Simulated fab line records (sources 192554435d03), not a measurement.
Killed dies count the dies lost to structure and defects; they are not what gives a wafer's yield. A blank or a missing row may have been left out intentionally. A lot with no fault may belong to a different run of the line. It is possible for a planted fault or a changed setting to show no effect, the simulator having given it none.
Problem report, 8D (eight disciplines) form, completed by code ; flow n5_finfet ; the parts of the form that need people (team, actions taken, sign-off) are left out

1. WHAT IS WRONG
At N5_BEOL_M10_ETCH_61, cf4_flow_sccm averages 69.8 sccm over 2 wafers from 2 lots, while fault-free wafers read 100.0 sccm, standard deviation 0.31. That puts it -97 standard deviations away from the usual mean.
The step: etches SiARC in CF4, target depth 39 nm, time 65 s.
First observed at day 13 12:13: wafer L711.4, on rie_diel-05. Wafers with a number at this step in the record: 18, from 6 lots. Rule for "out", or "out of limits": more than 4 standard deviations from the usual mean. All remaining wafers that have a number are taken as sound.

2. WHAT IT IS AND WHAT IT IS NOT
question;is;is not
which readings at this step;cf4_flow_sccm, throttle_valve_pct;drypump_motor_current_A, oes_product_au, rf_vpp_V
which lots;L711, L716;L705, L707, L718, L719
which wafers of those lots;L711.4, L716.3;L711.3, L711.5, L716.1, L716.4
read on which tools;rie_diel-05;rie_diel-02, rie_diel-04
when;from day 13 12:13;"up to then (8 sound wafers); but 8 sound wafers of L716, L718, L719 came after"

3. WHAT RULES OUT EACH SUSPECT
Counting: a tool at a process step up to the reading stays a suspect if it ran every lot that is out. Sound lots after the first of them don't rule it out here, since some wafers of a struck lot are sound.
- rie_diel-05 at N5_BEOL_M10_DESCUM_16 (chemistry O2, time 7.9 s): kept. It ran every lot that is out, first L711 (day 13 12:11); its last sound lot up to then is L707 (day 12 02:43).
- rie_diel-05 at N5_BEOL_M10_ETCH_61 (etches SiARC in CF4, target depth 39 nm, time 65 s): kept. It ran every lot that is out, first L711 (day 13 12:13); its last sound lot up to then is L707 (day 12 02:45). On those wafers its own readings are out: cf4_flow_sccm, throttle_valve_pct.
- In rie_diel-05 at N5_BEOL_M10_DESCUM_16, the wafers that are out were processed in chamber 2 and their sound lot-mates in chambers 1, 3.
- In rie_diel-05 at N5_BEOL_M10_ETCH_61, the wafers that are out were processed in chamber 2 and their sound lot-mates in chambers 1, 3.
After counting, rie_diel-05 at N5_BEOL_M10_DESCUM_16 and rie_diel-05 at N5_BEOL_M10_ETCH_61 remain.

4. THE CAUSE (what the simulator had put in)
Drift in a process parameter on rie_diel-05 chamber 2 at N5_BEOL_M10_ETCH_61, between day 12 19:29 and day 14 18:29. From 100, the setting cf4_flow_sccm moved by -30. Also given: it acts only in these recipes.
Counting leaves 2 suspects; this tool is one of them.

5. SEQUENCE OF EFFECTS, ordered by route
One row per reading whose mean, taken over the struck wafers that have a number, lies over 3 standard deviations from the usual. Readings are gone through only where the record gives a usual standard deviation; hours: the median, over the lots, of the time from a lot's start at the first step in this table giving one to that lot's start at this step; sigmas: the change measured in usual standard deviations.
hours;step;reading;usual;on struck wafers;change;sigmas
0;N5_BEOL_M10_ETCH_61;cf4_flow_sccm;100.0 sccm;69.8;-30.2;-97
0;N5_BEOL_M10_ETCH_61;throttle_valve_pct;15.65 %;14.45;-1.20;-6.3
It contains these process steps:
- N5_BEOL_M10_ETCH_61: etches SiARC in CF4, target depth 39 nm, time 65 s.

6. WHAT WOULD HAVE CAUGHT IT SOONER
17 hours passed between the start of the fault at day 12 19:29 and the first reading out of limits in this record, taken at day 13 12:13.
